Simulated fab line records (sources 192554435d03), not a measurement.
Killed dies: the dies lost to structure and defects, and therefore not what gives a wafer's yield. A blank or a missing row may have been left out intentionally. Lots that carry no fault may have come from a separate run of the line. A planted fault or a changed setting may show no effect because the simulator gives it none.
Matching of chambers || flow n5 finfet || 4 sister chambers for N5_BEOL_M2_STRIP_36 on rie diel-06
The step strips in N2/H2. 8 wafers are shown with their chamber, then 7 later ones without.

== WAFERS WITH THEIR CHAMBER ==
{"wafer": "L084.2", "chamber": 3, "drypump motor current A (A)": 6.6, "oes product au (a.u.)": 0.67}
{"wafer": "L085.3", "chamber": 3, "drypump motor current A (A)": 6.6, "oes product au (a.u.)": 0.66}
{"wafer": "L085.6", "chamber": 2, "drypump motor current A (A)": 5.6, "oes product au (a.u.)": 0.77}
{"wafer": "L086.1", "chamber": 0, "drypump motor current A (A)": 5.9, "oes product au (a.u.)": 0.74}
{"wafer": "L086.5", "chamber": 1, "drypump motor current A (A)": 6.5, "oes product au (a.u.)": 0.85}
{"wafer": "L086.6", "chamber": 0, "drypump motor current A (A)": 5.9, "oes product au (a.u.)": 0.74}
{"wafer": "L090.2", "chamber": 2, "drypump motor current A (A)": 5.6, "oes product au (a.u.)": 0.75}
{"wafer": "L090.3", "chamber": 1, "drypump motor current A (A)": 6.4, "oes product au (a.u.)": 0.85}

== WAFERS MISSING THEIR CHAMBER ==
{"wafer": "L090.6", "drypump motor current A (A)": 5.9, "oes product au (a.u.)": 0.73}
{"wafer": "L092.2", "drypump motor current A (A)": 5.6, "oes product au (a.u.)": 0.74}
{"wafer": "L092.4", "drypump motor current A (A)": 5.6, "oes product au (a.u.)": 0.76}
{"wafer": "L092.5", "drypump motor current A (A)": 6.4, "oes product au (a.u.)": 0.84}
{"wafer": "L096.1", "drypump motor current A (A)": 6.6, "oes product au (a.u.)": 0.97}
{"wafer": "L096.3", "drypump motor current A (A)": 5.6, "oes product au (a.u.)": 0.73}
{"wafer": "L096.6", "drypump motor current A (A)": 6.6, "oes product au (a.u.)": 0.96}

== CHAMBER TAKEN BY EACH ==
{"wafer": "L090.6", "from the rows above": 0, "in truth": 0}
{"wafer": "L092.2", "from the rows above": 2, "in truth": 2}
{"wafer": "L092.4", "from the rows above": 2, "in truth": 2}
{"wafer": "L092.5", "from the rows above": 1, "in truth": 1}
{"wafer": "L096.1", "from the rows above": 1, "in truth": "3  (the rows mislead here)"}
{"wafer": "L096.3", "from the rows above": 2, "in truth": 2}
{"wafer": "L096.6", "from the rows above": 1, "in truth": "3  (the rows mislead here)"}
Correct placement for 5 of the 7. Not placeable from these rows: 0. Placed wrongly: 2.
How it was worked out, from the rows above alone: a wafer's distance from a chamber is the root of the sum, over the readings, of the square of ((its reading less the chamber's mean) divided by the reading's scatter). The wafer belongs to the nearest chamber; if the next one is less than 2 further off, it can't be placed. The mean given for a chamber averages the wafers shown for that chamber. How the scatter is found: for the shown wafers, subtract from each reading the mean of its chamber, square and add these, divide the total by (wafers less chambers), then take the root.
